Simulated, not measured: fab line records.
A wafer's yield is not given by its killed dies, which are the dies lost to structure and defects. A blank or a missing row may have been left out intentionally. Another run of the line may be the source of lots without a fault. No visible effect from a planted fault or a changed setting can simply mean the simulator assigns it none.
Matching of chambers	flow n5Finfet	N5_BEOL_M14_ETCH_67 on rieDiel-02: 4 sister chambers
The step etches SiARC in CF4, target depth 143 nm, time 238.3 s. 8 wafers are shown with their chamber, then 9 later ones without.

## WAFERS, EACH WITH ITS CHAMBER
wafer	chamber	throttleValvePct (%)	drypumpMotorCurrentA (A)
L090.4	3	15.93	5.6
L090.5	2	15.83	5.6
L088.1	1	15.78	5.8
L088.2	2	15.83	5.7
L088.3	3	15.93	5.6
L088.4	0	15.26	5.6
L088.5	0	15.25	5.6
L088.6	1	15.78	5.8

## WAFERS WHOSE CHAMBER IS MISSING
wafer	throttleValvePct (%)	drypumpMotorCurrentA (A)
L097.3	15.27	5.6
L097.4	15.95	5.6
L097.5	15.83	5.7
L091.1	15.28	5.6
L091.2	15.30	5.7
L091.3	15.95	5.6
L089.1	15.29	5.6
L089.2	15.97	5.6
L089.3	15.86	5.7

## WHICH CHAMBER EACH WENT THROUGH
wafer	from the rows above	in truth
L097.3	0	0
L097.4	3	3
L097.5	2	2
L091.1	0	0
L091.2	0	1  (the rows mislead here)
L091.3	3	3
L089.1	0	0
L089.2	3	3
L089.3	2	2
Correct placement for 8 of the 9. Left unplaced by these rows: 0. Wrongly placed: 1.
How it was worked out, from the rows above alone: a wafer's distance from a chamber is the root of the sum, over the readings, of the square of ((its reading less the chamber's mean) divided by the reading's scatter). The wafer belongs to the nearest chamber; if the next one is less than 2 further off, it can't be placed. The mean given for a chamber averages the wafers shown for that chamber. The scatter is the square root of a quotient: the sum, over the shown wafers, of each reading's squared deviation from its chamber's mean, divided by wafers minus chambers.
